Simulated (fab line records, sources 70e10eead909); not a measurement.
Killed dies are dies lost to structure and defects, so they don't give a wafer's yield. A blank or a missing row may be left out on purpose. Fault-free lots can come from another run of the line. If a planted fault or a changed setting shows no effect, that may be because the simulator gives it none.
Struck lot and sound lot, side by side | flow nand_harc | 43 out of 1302 route steps
Sound: wafers L689.1, L689.3, L689.5. Wafers struck: L695.3, L695.4, L695.6. The cause is named last.
Order at every step that has rows: each side's tool, ch and its chambers, its first start. Under that, the readings that differ: sound wafers | struck wafers | difference of the means | sigmas: that difference in standard deviations of wafers without a fault.
alike: readings whose means differ by less than 2 such deviations, and words and numbers that are the same on both sides. not compared: withheld readings, readings that some wafer has no value for, bounds like >300 that may hide the same value, and numbers for which the record gives no deviation and whose values overlap.
A row with sigmas, a row that says differs or no value, or rows on one side alone: a step with any of these is where the two part. Numbers that have no deviation but don't overlap get no sigmas and don't part them. A reading missing from all wafers of one side parts the sides only when that side holds two or more wafers.

first, 1 step without rows for these wafers: NHARC_P_M2_PVD_20 (deposits TaN, target thk 5 nm, time 8.06 s).
NHARC_P_M2_PVD_21: deposits Cu, target thk 30 nm, time 20.49 s.
  sound on pvd_sputter-02; struck on pvd_sputter-03
  alike: substrate_temp_c, throttle_valve_pct
then, 3 steps without rows for these wafers: NHARC_P_M2_ECD_22 (material Cu, target thk 400 nm); NHARC_P_M2_ANNEAL_31 (time 90 s); NHARC_P_M2_CMP_23 (polishes, t overpolish 20 s, target thk 144.3 nm).
NHARC_P_M2_THK_MEAS_24: measures by xrf.
  struck on film_metro-01, day 10 05:11; sound on film_metro-01, day 7 22:34
  alike: thk_nm
after that, 1 step had no rows for these wafers: NHARC_P_M2_SRD_25.
NHARC_P_M2_INSPECT_27:
  struck on defect_inspect-02, day 10 05:20; sound on defect_inspect-01, day 7 22:43
  alike: raw_defect_count
then, 3 steps without rows for these wafers: NHARC_P_M2_PRE_CLEAN_32 (time 12 s); NHARC_P_M2_DEP_33 (deposits SiCN, target thk 30 nm); NHARC_P_BONDPAD_DEP_00 (deposits SiCN, target thk 250 nm).
NHARC_P_BONDPAD_CMP_32: polishes SiCN, target thk 200 nm.
  sound on cmp-02 ch 0,1, day 7 23:46; struck on cmp-01 ch 0,1,3, day 10 06:22
  alike: motor_current_A
NHARC_P_BONDPAD_THK_MEAS_33: measures by ellipsometry.
  struck on film_metro-01, day 10 06:34; sound on film_metro-01, day 8 00:01
  alike: thk_nm
then, 10 steps without rows for these wafers: NHARC_P_BONDPAD_SRD_34; NHARC_P_BONDPAD_DEHYDRATE_01 (time 120 s); NHARC_P_BONDPAD_HMDS_02 (time 30 s); NHARC_P_BONDPAD_COAT_36 (time 65 s); NHARC_P_BONDPAD_COAT_03 (resist thk 600 nm); NHARC_P_BONDPAD_SOFTBAKE_04 (time 70 s); NHARC_P_BONDPAD_EBR_05; NHARC_P_BONDPAD_EXPOSE_06 (exposes mask P BPAD); NHARC_P_BONDPAD_PEB_07 (peb time 80 s); NHARC_P_BONDPAD_DEVELOP_08 (time 50 s).
NHARC_P_BONDPAD_CD_MEAS_09: the cd target is 500 nm.
  sound on cd_sem-02 ch 0, day 8 00:35; struck on cd_sem-01 ch 0, day 10 07:08
  alike: cd_nm
NHARC_P_BONDPAD_OVL_MEAS_38:
  struck on overlay-02, day 10 07:13; sound on overlay-02, day 8 00:40
  alike: overlay_x_nm, overlay_y_nm
then, 1 step without rows for these wafers: NHARC_P_BONDPAD_HARDBAKE_10 (time 65 s).
NHARC_P_BONDPAD_DESCUM_11: chemistry O2, time 3 s.
  sound on rie_diel-05 ch 1,2, day 8 00:47; struck on rie_diel-12 ch 2,3, day 10 07:22
  alike: drypump_motor_current_A, oes_product_au, rf_vpp_V, showerhead_plenum_p_Torr, throttle_valve_pct
  not compared: rf_hours_counter_h
NHARC_P_BONDPAD_ETCH_37: etches the open film in N2/H2, target depth 60 nm, overetch 18 nm, time 65.91 s.
  sound on rie_diel-05 ch 0,1,3, day 8 00:53; struck on rie_diel-12 ch 1,2,3, day 10 07:26
  alike: drypump_motor_current_A, oes_product_au, rf_vpp_V, showerhead_plenum_p_Torr, throttle_valve_pct
  not compared: rf_hours_counter_h
then, 1 step without rows for these wafers: NHARC_P_BONDPAD_ETCH_12 (etches the open film in CHF3/O2, target depth 200 nm, time 100 s).
NHARC_P_BONDPAD_CD_MEAS_13:
  struck on cd_sem-01, day 10 07:42; sound on cd_sem-01, day 8 01:07
  alike: cd_nm
then, 4 steps without rows for these wafers: NHARC_P_BONDPAD_STRIP_15 (strips in O2); NHARC_P_BONDPAD_ETCH_24 (etches the open film in CF4/N2, target depth 30 nm, time 72.99 s); NHARC_P_BONDPAD_STRIP_16 (strips in post etch residue remover, time 600 s); NHARC_P_BONDPAD_DEGAS_25 (time 60 s).
NHARC_P_BONDPAD_PRE_CLEAN_26: time 30 s.
  sound on pvd_sputter-02; struck on pvd_sputter-03
  alike: heater_power_w, susceptor_temp_C
then, 1 step without rows for these wafers: NHARC_P_BONDPAD_PVD_17 (deposits TaN, target thk 5 nm, time 8.06 s).
NHARC_P_BONDPAD_PVD_27: deposits Cu, target thk 30 nm, time 20.49 s.
  sound on pvd_sputter-02; struck on pvd_sputter-03
  alike: substrate_temp_c, throttle_valve_pct
then, 3 steps without rows for these wafers: NHARC_P_BONDPAD_ECD_18 (material Cu, target thk 400 nm); NHARC_P_BONDPAD_ANNEAL_28 (time 90 s); NHARC_P_BONDPAD_CMP_19 (polishes, t overpolish 30 s, cu recess touch 16 s, target thk 160.81 nm).
NHARC_P_BONDPAD_THK_MEAS_20: measures by xrf.
  struck on film_metro-01, day 10 10:02; sound on film_metro-02, day 8 04:04
  alike: thk_nm
NHARC_P_BONDPAD_ACTIVATE_29: chemistry N2, time 60 s.
  sound on rie_diel-08 ch 1,2,3, day 8 04:22; struck on rie_diel-05 ch 0,3, day 10 13:31
  reading | sound | struck                                                                     | difference                   | sigmas
  hold    | - - - | await_dispo/3.0h/release await_dispo/3.0h/release await_dispo/3.0h/release | no value on the sound wafers |
  alike: drypump_motor_current_A, oes_product_au, rf_vpp_V, showerhead_plenum_p_Torr
  not compared: rf_hours_counter_h
-- jump in the record: it breaks off in module P_BONDPAD and resumes in module END (first step shown: number 1302 of the route), and 19 days separate the struck wafers' starts before and after --
NHARC_END_SORT_01:
  sound on prober-01 ch 0, day 25 07:32; struck on prober-01 ch 0, day 29 06:31
  reading                  | sound          | struck         | difference | sigmas
  defect_limited_yield (%) | 91.9 92.2 92.6 | 37.4 40.2 36.0 | -54.4      | -19
  killed_at_periphery      | 4 3 5          | 409 381 408    | +395       | +99 or more
  killed_dies              | 55 53 50       | 424 405 433    | +368       | +18
  alike: killed_at_array, killed_at_other, killed_open, killed_short

## WHERE THEY PART
First at NHARC_P_BONDPAD_ACTIVATE_29; last, within this record, at NHARC_END_SORT_01.

WHY: the cause the simulator had injected
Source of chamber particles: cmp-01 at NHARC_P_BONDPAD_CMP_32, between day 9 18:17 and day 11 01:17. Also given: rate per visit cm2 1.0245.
